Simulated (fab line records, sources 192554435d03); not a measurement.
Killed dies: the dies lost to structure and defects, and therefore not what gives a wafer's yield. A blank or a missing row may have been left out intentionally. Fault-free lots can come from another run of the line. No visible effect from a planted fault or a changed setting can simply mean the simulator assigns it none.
Chamber matching ; flow n5 finfet ; rie diel-06 running N5_BEOL_M4_STRIP_36: 4 sister chambers
The step strips in N2/H2. 4 wafers are shown with their chamber, then 9 later ones without.

## WAFERS WITH THEIR CHAMBER
wafer;chamber;drypump motor current A (A)
L086.1;1;5.8
L086.3;0;5.8
L086.5;3;6.0
L086.6;2;5.0

## WAFERS WITH NO CHAMBER GIVEN
wafer;drypump motor current A (A)
L090.3;5.8
L090.4;5.0
L090.6;4.9
L095.1;5.0
L095.2;6.0
L095.3;5.8
L095.4;5.8
L095.5;5.8
L095.6;5.8

## THE CHAMBER EACH PASSED THROUGH
wafer;from the rows above;in truth
L090.3;can't be placed: 0 or 1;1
L090.4;2;2
L090.6;2;2
L095.1;2;2
L095.2;3;3
L095.3;can't be placed: 0 or 1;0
L095.4;can't be placed: 0 or 1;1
L095.5;can't be placed: 0 or 1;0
L095.6;can't be placed: 0 or 1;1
Correctly placed: 4 of 9. Cannot be placed on the basis of these rows: 5; the candidates contain the true chamber in 5. Number placed wrongly: 0.
How it was worked out, from the rows above alone: a wafer's distance from a chamber is the root of the sum, over the readings, of the square of ((its reading less the chamber's mean) divided by the reading's scatter). The wafer belongs to the nearest chamber; if the next one is less than 2 further off, it can't be placed. Each chamber's mean is taken over the wafers shown for it. The scatter: root of mean squared gap, hidden wafer to nearest shown wafer, with one shown wafer a chamber.
